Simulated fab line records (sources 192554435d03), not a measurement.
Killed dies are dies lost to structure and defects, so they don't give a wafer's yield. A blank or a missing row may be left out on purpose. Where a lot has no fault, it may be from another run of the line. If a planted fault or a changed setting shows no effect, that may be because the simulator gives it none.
Chamber matching -- flow n5Finfet -- 4 sister chambers for N5_BEOL_M11_STRIP_19 on rieDiel-03
The step strips in O2. 4 wafers are shown with their chamber, then 7 later ones without.

== WAFERS WITH THEIR CHAMBER ==
wafer,chamber,showerheadPlenumPTorr (Torr)
L079.4,3,2.03
L081.1,0,2.24
L081.5,1,2.12
L085.5,2,2.20

== WAFERS WITH NO CHAMBER GIVEN ==
wafer,showerheadPlenumPTorr (Torr)
L085.6,2.24
L094.2,2.12
L094.3,2.23
L094.5,2.20
L096.3,2.02
L096.4,2.19
L096.5,2.02

== CHAMBER TAKEN BY EACH ==
wafer,from the rows above,in truth
L085.6,0,0
L094.2,1,1
L094.3,0,0
L094.5,2,2
L096.3,3,3
L096.4,2,2
L096.5,3,3
Correctly placed: 7 of 7. Number that these rows cannot place: 0. Number placed wrongly: 0.
How it was worked out, from the rows above alone: a wafer's distance from a chamber is the root of the sum, over the readings, of the square of ((its reading less the chamber's mean) divided by the reading's scatter). If the next closest chamber is less than 2 further off than the closest, the wafer can't be placed; otherwise it belongs to the closest. The mean given for a chamber averages the wafers shown for that chamber. The scatter: with one shown wafer a chamber, the root of the mean of the squares of how far each hidden wafer lies from its nearest shown one.
